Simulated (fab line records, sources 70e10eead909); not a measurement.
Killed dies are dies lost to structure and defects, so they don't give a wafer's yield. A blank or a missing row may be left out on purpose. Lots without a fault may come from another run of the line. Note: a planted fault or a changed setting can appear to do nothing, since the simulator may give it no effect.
Chamber matching | flow nand harc | pecvd-03 running NHARC_A_CHANNEL_HOLE_D2_DEP_01: 3 sister chambers
The step deposits SiON, target thk 140 nm. 6 wafers are shown with their chamber, then 9 later ones without.

== WAFERS PAIRED WITH THEIR CHAMBERS ==
wafer  | chamber | heater power w (W)
L076.6 | 1       | 768
L082.2 | 1       | 831
L082.4 | 2       | 800
L083.2 | 0       | 800
L083.4 | 0       | 794
L083.6 | 2       | 846

== WAFERS WHOSE CHAMBER IS MISSING ==
wafer  | heater power w (W)
L085.1 | 740
L085.5 | 784
L085.6 | 814
L092.4 | 882
L092.5 | 915
L092.6 | 819
L095.1 | 801
L095.2 | 844
L095.4 | 790

== THE CHAMBER EACH PASSED THROUGH ==
wafer  | from the rows above          | in truth
L085.1 | can't be placed: 0 or 1 or 2 | 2
L085.5 | can't be placed: 0 or 1 or 2 | 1
L085.6 | can't be placed: 2 or 1 or 0 | 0
L092.4 | can't be placed: 2 or 1 or 0 | 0
L092.5 | can't be placed: 2 or 1 or 0 | 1
L092.6 | can't be placed: 2 or 1 or 0 | 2
L095.1 | can't be placed: 1 or 0 or 2 | 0
L095.2 | can't be placed: 2 or 1 or 0 | 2
L095.4 | can't be placed: 0 or 1 or 2 | 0
Correctly placed: 0 of 9. Can't be placed from these rows: 9 (the true chamber is among the candidates in 9). 0 placed wrongly.
How it was worked out, from the rows above alone: a wafer's distance from a chamber is the root of the sum, over the readings, of the square of ((its reading less the chamber's mean) divided by the reading's scatter). If the next closest chamber is less than 2 further off than the closest, the wafer can't be placed; otherwise it belongs to the closest. Each chamber's mean is taken over the wafers shown for it. The scatter is the square root of a quotient: the sum, over the shown wafers, of each reading's squared deviation from its chamber's mean, divided by wafers minus chambers.
